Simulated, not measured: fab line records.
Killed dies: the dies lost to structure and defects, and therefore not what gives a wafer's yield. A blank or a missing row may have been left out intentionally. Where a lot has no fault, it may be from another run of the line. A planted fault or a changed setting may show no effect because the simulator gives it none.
One fault seen from 2 desks	flow n5 finfet	each desk has only its own numbers; what lay behind them comes last

== AT THE TOOL OWNER'S DESK: arfi scanner-02 ==
The tool's own readings at N5_HKMG_FIN_EXPOSE_09 (exposes mask NWFM): means of the sampled wafers that have a number, for each lot that ran on this tool. A lot is out of limits, marked OUT, if its mean lies more than 4 standard deviations from the usual mean; the brackets give that distance.
Columns: A = exposure dose mJ cm2 at N5_HKMG_FIN_EXPOSE_09, usual 39.38
lot	first seen here	A
L459	day 6 22:32	39.24
L461	day 7 10:05	39.24
L467	day 8 20:49	31.13 (-39) OUT
L469	day 9 08:36	32.77 (-31) OUT
This desk's verdict: out of limits on L467, L469, starting with L467 at day 8 20:49 (exposure dose mJ cm2 at N5_HKMG_FIN_EXPOSE_09). Within limits: L459, L461.

== METROLOGY DESK ==
What the gauges read, lot by lot, whatever tool the lot ran on: means of the sampled wafers that have a number. A lot is out of limits, marked OUT, if its mean lies more than 4 standard deviations from the usual mean; the brackets give that distance. Readings shown: 7 out of 11 (the first out of limits, and those lying furthest out on some lot).
Columns: A = cd nm at N5_HKMG_FIN_CD_MEAS_12, usual 93.0 nm; B = DIBL_P at N5_BEOL_M4_RC_MEAS_101, usual 35.8 mV/V; C = IOFF_N at N5_BEOL_M4_RC_MEAS_101, usual 0.15 nA/um; D = ION_P at N5_BEOL_M4_RC_MEAS_101, usual 462 uA/um; E = SS_P at N5_BEOL_M4_RC_MEAS_101, usual 73.2 mV/dec; F = VT_N at N5_BEOL_M4_RC_MEAS_101, usual 250 mV; G = VT_P at N5_BEOL_M4_RC_MEAS_101, usual -250 mV
lot	first seen here	A	B	C	D	E	F	G
L448	day 4 04:44	93.0	36.3	0.14	458	73.2	252	-251
L449	day 4 11:32	93.1	36.0	0.14	466	73.5	253	-249
L459	day 6 22:40	92.3	37.0	0.19	474	73.2	246	-245
L461	day 7 10:12	93.5	36.5	0.15	465	73.1	250	-246
L467	day 8 20:55	78.2 (-24) OUT	32.1	0.13	460	72.9	252	-253
L468	day 9 03:57	92.9	36.5	0.17	471	73.2	246	-247
L469	day 9 08:43	81.2 (-19) OUT	38.5	0.15	457	73.3	251	-249
L470	day 9 18:32	92.4	38.3	0.17	467	74.2	249	-248
L471	day 9 20:10	92.7	35.0	0.15	474	72.7	251	-248
This desk's verdict: out of limits on L467, L469, starting with L467 at day 8 20:55 (cd nm at N5_HKMG_FIN_CD_MEAS_12). Within limits: L448, L449, L459, L461, L468, L470, L471.

== ALL TOGETHER ==
The tool owner's desk had the chance to raise an alarm at day 8 20:49 on L467, L469.
On L467, L469, the metrology desk was in a position to raise an alarm at day 8 20:55.
Of the lots named, all ran N5_HKMG_FIN_EXPOSE_09 on arfi scanner-02.

== WHAT THE SIMULATOR HAD INSERTED ==
Process parameter drift: arfi scanner-02, from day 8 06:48 on, at N5_HKMG_FIN_EXPOSE_09. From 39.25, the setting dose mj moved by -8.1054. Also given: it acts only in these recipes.
Struck lots among those shown: L467, L469.
Hours from the fault's start to each desk's first reading out of limits: the tool owner's desk, 14; the metrology desk, 14.
